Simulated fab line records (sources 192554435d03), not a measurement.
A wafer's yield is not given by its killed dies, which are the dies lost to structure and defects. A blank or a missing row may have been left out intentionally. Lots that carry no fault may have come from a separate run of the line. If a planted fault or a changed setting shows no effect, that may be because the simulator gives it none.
Comparing a struck lot with a sound one / flow n5Finfet / 14 steps out of a route of 1938
Sound: wafers L998.1, L998.4, L998.5. Struck: wafer L110.1; the same lot's L110.4 was not struck, so it is left out; see the end for the cause.
Each step with rows lists, per side, the tool, then ch with its chambers, then its first start. Under that, the readings that differ: sound wafers / struck wafers / difference of the means / sigmas: that difference in standard deviations of wafers without a fault.
alike: readings whose means differ by less than 2 such deviations, and words and numbers that are the same on both sides. not compared: withheld readings, readings that some wafer has no value for, bounds like >300 that may hide the same value, and numbers for which the record gives no deviation and whose values overlap.
Wherever a step has rows on one side only, a row that says differs or no value, or a row with sigmas, the two part there. Numbers that have no deviation but don't overlap get no sigmas and don't part them. A reading that every wafer of one side lacks parts them only if that side has two wafers or more.

first, 4 steps without rows for these wafers: N5_BEOL_M10_SOFTBAKE_06 (time 60 s); N5_BEOL_M10_EXPOSE_08 (exposes mask M10); N5_BEOL_M10_PEB_09 (peb time 60 s); N5_BEOL_M10_DEVELOP_10 (develop time 30 s).
N5_BEOL_M10_CD_MEAS_11 targets a cd of 64.1 nm.
  sound on cdSem-01 ch 0, day 11 21:20; struck on cdSem-03 ch 0, day 15 13:36
  alike: cdNm
N5_BEOL_M10_OVL_MEAS_12:
  sound on overlay-01 ch 0, day 11 21:22; struck on overlay-02 ch 0, day 15 13:38
reading=M10_OVL (nm); sound=-1.4 -0.7 -1.1; struck=1.4; difference=+2.5; sigmas=+3
N5_BEOL_M10_INSPECT_13: inspects for defects (brightfield).
  sound: defectInspect-01 at day 11 21:23; struck: defectInspect-02 at day 15 13:40
  alike: rawDefectCount
N5_BEOL_M10_DESCUM_16: chemistry O2, time 7.9 s.
  sound on rieDiel-04 ch 0,3, day 11 21:25; struck on rieDiel-02 ch 2, day 15 14:55
reading=drypumpMotorCurrentA (A); sound=6.7 6.4 6.4; struck=5.2; difference=-1.3; sigmas=-3
  alike: oesProductAu, rfVppV, showerheadPlenumPTorr, throttleValvePct
  not compared: rfHoursCounterH
N5_BEOL_M10_ETCH_61: etches SiARC in CF4, target depth 39 nm, time 65 s.
  sound on rieDiel-04 ch 0,3, day 11 21:28; struck on rieDiel-02 ch 2, day 15 14:56
reading=drypumpMotorCurrentA (A); sound=6.7 6.4 6.4; struck=5.2; difference=-1.3; sigmas=-3
  alike: etchRfOnTimeS, oesProductAu, rfVppV, showerheadPlenumPTorr, throttleValvePct
  not compared: rfHoursCounterH
N5_BEOL_M10_ETCH_62: etches SOC in N2/H2, target depth 110 nm, overetch 22 nm, time 165 s.
  sound on rieDiel-04 ch 0,3, day 11 21:31; struck on rieDiel-02 ch 2, day 15 14:59
reading=drypumpMotorCurrentA (A); sound=6.7 6.4 6.4; struck=5.2; difference=-1.3; sigmas=-3
  alike: oesProductAu, rfVppV, showerheadPlenumPTorr, throttleValvePct
  not compared: rfHoursCounterH
then, 1 step without rows for these wafers: N5_BEOL_M10_STRIP_68 (strips in N2/H2).
N5_BEOL_M10_STRIP_67: strips in CF4.
  sound on rieDiel-04 ch 0,3, day 11 21:39; struck on rieDiel-02 ch 2, day 15 15:08
reading=drypumpMotorCurrentA (A); sound=6.7 6.4 6.4; struck=5.2; difference=-1.3; sigmas=-3
  alike: oesProductAu, powerW, rfVppV, showerheadPlenumPTorr, throttleValvePct
  not compared: rfHoursCounterH
N5_BEOL_M10_HM_OPEN_17: chemistry Cl2/BCl3, target TiN, target depth 20 nm, overetch 6 nm.
  sound on rieMetal-03 ch 1, day 11 21:41; struck on rieMetal-03 ch 0, day 15 15:11
reading=model.SOC_of_BEOL_M10_COAT_59.thkNm (nm); sound=91.8 92 91.6; struck=88.2; difference=-3.6; sigmas=
  alike: drypumpMotorCurrentA, oesProductAu, throttleValvePct
  not compared: rfHoursCounterH
N5_BEOL_M10_STRIP_19: strips in O2.
  sound on rieDiel-02 ch 1,3, day 11 22:04; struck on rieDiel-03 ch 1, day 15 15:32
  alike: drypumpMotorCurrentA, oesProductAu, rfVppV, showerheadPlenumPTorr, throttleValvePct
  not compared: rfHoursCounterH

== WHERE THEY PART ==
Earliest at N5_BEOL_M10_OVL_MEAS_12; latest, in this record, at N5_BEOL_M10_STRIP_67. Later steps at which nothing parts them and some readings are alike: N5_BEOL_M10_HM_OPEN_17, N5_BEOL_M10_STRIP_19.

WHY: what had been put in by the simulator
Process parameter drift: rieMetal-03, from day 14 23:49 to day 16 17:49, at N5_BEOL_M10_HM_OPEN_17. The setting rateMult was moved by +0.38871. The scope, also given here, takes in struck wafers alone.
